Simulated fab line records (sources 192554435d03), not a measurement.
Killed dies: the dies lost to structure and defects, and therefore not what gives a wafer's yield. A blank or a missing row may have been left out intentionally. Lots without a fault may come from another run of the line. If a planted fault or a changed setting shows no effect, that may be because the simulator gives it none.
Split-lot trial    flow n5-finfet    21 wafers read across 7 lots, on a route 1938 steps long

== THE SPLIT ITSELF ==
At N5_BEOL_M2_ETCH_70 (etches SOC in N2/H2, target depth 80 nm, overetch 24 nm, time 130 s), the setting source-w was moved away from the recipe's 840 W on 6 of the 21 wafers read, by +8.9% to +12.9%. This setting was run at the recipe's value on the other wafers.

Reading taken at the split's own step.

== THE READING ==
rf-vpp-V, in V, at N5_BEOL_M2_ETCH_70 (etches SOC in N2/H2, target depth 80 nm, overetch 24 nm, time 130 s). Fault-free wafers of this fab line usually give 524.6 V, standard deviation 2.8 V.

wafer   tool, chamber at the split  source-w as run, W  against the recipe  rf-vpp-V, V  against lot-mates on the recipe
L083.3  rie-diel-02, 0              840                 recipe              527.0        -
L083.4  rie-diel-02, 2              840                 recipe              526.9        -
L083.5  rie-diel-02, 2              840                 recipe              526.1        -
L086.1  rie-diel-01, 0              840                 recipe              521.5        -
L086.2  rie-diel-01, 3              840                 recipe              527.3        -
L086.5  rie-diel-01, 1              840                 recipe              527.4        -
L087.1  rie-diel-02, 3              840                 recipe              521.2        -
L087.2  rie-diel-02, 0              914.7               +8.9%               514.2        -7.0
L087.6  rie-diel-02, 1              914.7               +8.9%               510.3        -10.9
L089.3  rie-diel-02, 1              840                 recipe              526.7        -
L089.5  rie-diel-02, 3              840                 recipe              521.4        -
L089.6  rie-diel-02, 0              840                 recipe              526.8        -
L090.2  rie-diel-02, 1              840                 recipe              525.8        -
L090.3  rie-diel-02, 2              938                 +11.7%              508.2        -17.6
L090.6  rie-diel-02, 1              938                 +11.7%              507.9        -17.9
L092.1  rie-diel-06, 2              840                 recipe              527.4        -
L092.2  rie-diel-06, 3              840                 recipe              524.3        -
L092.5  rie-diel-06, 0              840                 recipe              521.4        -
L096.1  rie-diel-06, 2              840                 recipe              526.9        -
L096.3  rie-diel-06, 0              948.3               +12.9%              501.6        -25.3
L096.5  rie-diel-06, 0              948.3               +12.9%              501.1        -25.8

FIT RESULTS
A straight line over all 21 wafers: rf-vpp-V changes by -1.64 V for each +1% of source-w; r = -0.96; the points scatter about the line by 2.6 V.
The same after taking each lot's own level away (the mean of its wafers on the recipe; 21 wafers): -1.64 V for each +1%; r = -0.95; scatter 3 V.
According to that fit, moving source-w by its largest amount changes the reading by 21 V.
From 521.20 to 526.90 V: that is the span of the lots' own levels, equal to 2.0 times the standard deviation above.
The two slopes agree, so the slope changes little with the lot-to-lot level.
Check: with one of the wafers moved furthest among these (+12.9%) left out of the fit, the line predicts -19.6 V for it against its lot-mates. Against them it came out at -25.3 V.
Tool readings at the split's step, against how far the setting was moved: rf-vpp-V r = -0.96.

== THESE WAFERS: OTHER SPLITS ==
These wafers also went through other splits before the reading. Each is held against what the fit with the lots' levels taken away leaves over:
other split on the same wafers    wafers away from the commonest value  r with rf-vpp-V (lot level and that fit taken away)
N5_BEOL_M1_COAT_61 spin-rpm       5                                     +0.18
N5_BEOL_M1_CMP_52 down-force-psi  9                                     -0.20
N5_BEOL_M2_ETCH_69 bias-w         4                                     +0.13

== THE FILE'S OWN FIT ==
rf-vpp-V changes by -1.62 V for each +1% of source-w, r = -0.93.
